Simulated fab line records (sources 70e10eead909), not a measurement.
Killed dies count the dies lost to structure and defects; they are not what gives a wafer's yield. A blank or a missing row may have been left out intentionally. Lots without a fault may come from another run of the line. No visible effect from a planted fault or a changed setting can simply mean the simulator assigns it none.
The tool behind it: which one? -- flow nand harc -- 39 wafers from 13 lots sampled at 4 of the route's 1302 steps

== WHAT THE GAUGES READ, wafer by wafer ==
NHARC_THIN_TSV_CD_MEAS_37.
lot,measured,on,cd nm (nm)
L364,day 24 12:45,cd sem-01,4998 5003 5001
L363,day 24 18:05,cd sem-02,4995 5007 4998
L365,day 24 20:26,cd sem-01,4998 5005 4998
L368,day 26 09:09,cd sem-02,4995 4993 5000
L375,day 29 05:25,cd sem-03,4994 4999 4998
L379,day 30 06:53,cd sem-02,5002 4999 5006
L378,day 31 03:16,cd sem-01,5000 5007 4998
L381,day 31 04:29,cd sem-02,4999 4999 4998
L380,day 31 15:38,cd sem-03,4997 5000 4999
L383,day 32 02:03,cd sem-02,4999 4992 4997
L384,day 33 03:06,cd sem-02,5004 4999 5000
L385,day 33 20:52,cd sem-01,4993 4998 5000
L386,day 34 16:06,cd sem-02,4999 4997 4999

NHARC_END_SORT_01.
lot,measured,on,defect limited yield (%),killed at array,killed at other,killed at periphery,killed dies,killed open,killed short
L364,day 24 20:31,prober-01,95.6 92.5 94.5,28 46 35,2 2 0,0 3 2,30 51 37,3 4 1,1 3 2
L363,day 25 09:36,prober-02,90.1 90.0 89.5,60 66 64,2 1 3,5 1 4,67 68 71,3 2 2,7 0 3
L365,day 25 01:47,prober-02,92.5 92.3 93.4,50 49 43,0 0 0,1 3 2,51 52 45,4 4 2,2 2 2
L368,day 26 18:23,prober-01,93.6 92.3 95.0,41 50 30,0 0 2,2 2 2,43 52 34,3 1 1,2 4 1
L375,day 29 14:43,prober-02,86.0 90.4 90.0,48 59 60,45 0 1,2 6 7,95 65 68,0 3 7,1 1 0
L379,day 30 16:13,prober-01,95.7 95.1 93.2,24 29 40,0 0 0,5 4 6,29 33 46,3 3 4,2 3 3
L378,day 31 12:11,prober-01,89.2 88.2 88.3,68 74 69,1 3 3,4 3 7,73 80 79,3 2 5,4 3 3
L381,day 31 11:24,prober-02,89.7 86.9 88.0,62 81 75,1 1 2,7 7 4,70 89 81,4 2 2,1 0 7
L380,day 31 23:22,prober-02,92.5 92.5 91.7,51 44 53,0 0 0,0 7 3,51 51 56,4 3 4,1 3 3
L383,day 32 16:44,prober-01,91.6 92.2 90.8,52 41 57,1 1 0,4 11 5,57 53 62,1 4 2,0 2 1
L384,day 33 10:43,prober-01,95.9 94.8 96.2,22 25 23,2 5 0,4 5 3,28 35 26,0 4 4,2 1 2
L385,day 34 08:16,prober-02,88.5 87.9 93.4,71 77 39,0 0 0,7 5 6,78 82 45,6 4 3,4 4 4
L386,day 35 01:07,prober-01,92.8 87.3 93.5,43 80 38,0 1 1,6 5 5,49 86 44,0 2 4,3 6 1

== WHICH TOOL RAN EACH LOT (tool, then ch and the chambers of the sampled wafers, then the start) ==
lot,NHARC_THIN_TSV_DEP_47,NHARC_THIN_TSV_PVD_51
L364,"pecvd-04 ch 1,2, day 24 07:23","pvd sputter-02, day 24 08:33"
L363,"pecvd-01 ch 0,2, day 24 12:20","pvd sputter-03, day 24 13:42"
L365,"pecvd-01 ch 0,2, day 24 14:49","pvd sputter-02, day 24 16:06"
L368,"pecvd-03 ch 0,1,2, day 26 03:52","pvd sputter-01, day 26 05:01"
L375,"pecvd-01 ch 0,1,2, day 29 00:05","pvd sputter-01, day 29 01:17"
L379,"pecvd-04 ch 0,1,2, day 30 01:16","pvd sputter-02, day 30 02:34"
L378,"pecvd-03 ch 1,2, day 30 21:47","pvd sputter-03, day 30 22:56"
L381,"pecvd-04 ch 1,2, day 30 22:58","pvd sputter-02, day 31 00:11"
L380,"pecvd-01 ch 0,2, day 31 10:05","pvd sputter-02, day 31 11:20"
L383,"pecvd-01 ch 1,2, day 31 20:26","pvd sputter-03, day 31 21:43"
L384,"pecvd-04 ch 0,1, day 32 21:33","pvd sputter-03, day 32 22:46"
L385,"pecvd-04 ch 0,2, day 33 15:27","pvd sputter-03, day 33 16:34"
L386,"pecvd-01 ch 0,1, day 34 10:45","pvd sputter-02, day 34 11:57"
- NHARC_THIN_TSV_DEP_47: deposits SiO2, target thk 200 nm.
- NHARC_THIN_TSV_PVD_51: deposits Cu, target thk 100 nm.

== AS READ BY THE TOOLS THEMSELVES (means over the sampled wafers that have a number; for cases with no such wafer, the mark the record gives instead) ==
NHARC_THIN_TSV_DEP_47.
lot,tool,mfc precursor sccm (sccm),showerhead vpp V (V),throttle valve pct (%)
L364,pecvd-04,161.8,1847,15.7
L363,pecvd-01,161.3,1757,16.1
L365,pecvd-01,161.7,1776,15.9
L368,pecvd-03,161.1,1838,15.7
L375,pecvd-01,160.8,1792,16.0
L379,pecvd-04,161.7,1842,15.4
L378,pecvd-03,161.5,1858,15.7
L381,pecvd-04,161.3,1754,15.6
L380,pecvd-01,161.4,1779,15.8
L383,pecvd-01,160.8,1823,15.8
L384,pecvd-04,161.8,1836,15.1
L385,pecvd-04,161.5,1923,15.0
L386,pecvd-01,161.2,1790,16.2

NHARC_THIN_TSV_PVD_51.
lot,tool,chamber pressure pa (Pa),throttle valve pct (%)
L364,pvd sputter-02,5.002,30.4
L363,pvd sputter-03,5.002,30.2
L365,pvd sputter-02,5.004,30.5
L368,pvd sputter-01,4.989,31.0
L375,pvd sputter-01,5.000,30.8
L379,pvd sputter-02,5.005,29.5
L378,pvd sputter-03,5.000,29.6
L381,pvd sputter-02,4.998,29.8
L380,pvd sputter-02,4.998,30.2
L383,pvd sputter-03,5.011,30.3
L384,pvd sputter-03,5.015,30.2
L385,pvd sputter-03,4.998,29.5
L386,pvd sputter-02,5.002,29.8

== THE ANSWER, worked out from the rows above alone ==
Rule: the usual values come from the lots themselves. Put in order of their means at a reading, lots are off if they are a third of the lots or fewer, leave a main group of 4 or more, and stand apart from it by a gap of 3 or more times the standard deviation of the main group's means; of several such gaps the widest counts. A main group is skipped when, at the precision printed for the reading in the tables above, its means are all equal. A lot without any number at a reading at which 4 lots or more have one is off too. Where the step has rows for the other lots, those lots are counted as sound. First the gauges in route order, then the tools' own readings, where a lot's mean is used as printed above. The first step at which some lot is off is used, and at that step the reading that is off furthest; a lot without a number counts as furthest.
Off, at NHARC_END_SORT_01 on killed at other: L375. The main group: mean 0.9, standard deviation 0.87.
If a tool, at a process step before that reading, ran all the lots that are off and no sound lot after the first of them, it fits. Gauges at NHARC_END_SORT_01: tried the same way as those tools. One fits: pvd sputter-01 at NHARC_THIN_TSV_PVD_51. Its last sound lot is L368 (day 26 05:01), its first lot that is off L375 (day 29 01:17): a fault that began between those two fits.

== WHAT THE SIMULATOR HAD PUT IN ==
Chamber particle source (pvd sputter-01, NHARC_THIN_TSV_PVD_51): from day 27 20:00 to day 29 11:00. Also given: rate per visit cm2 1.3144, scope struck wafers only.
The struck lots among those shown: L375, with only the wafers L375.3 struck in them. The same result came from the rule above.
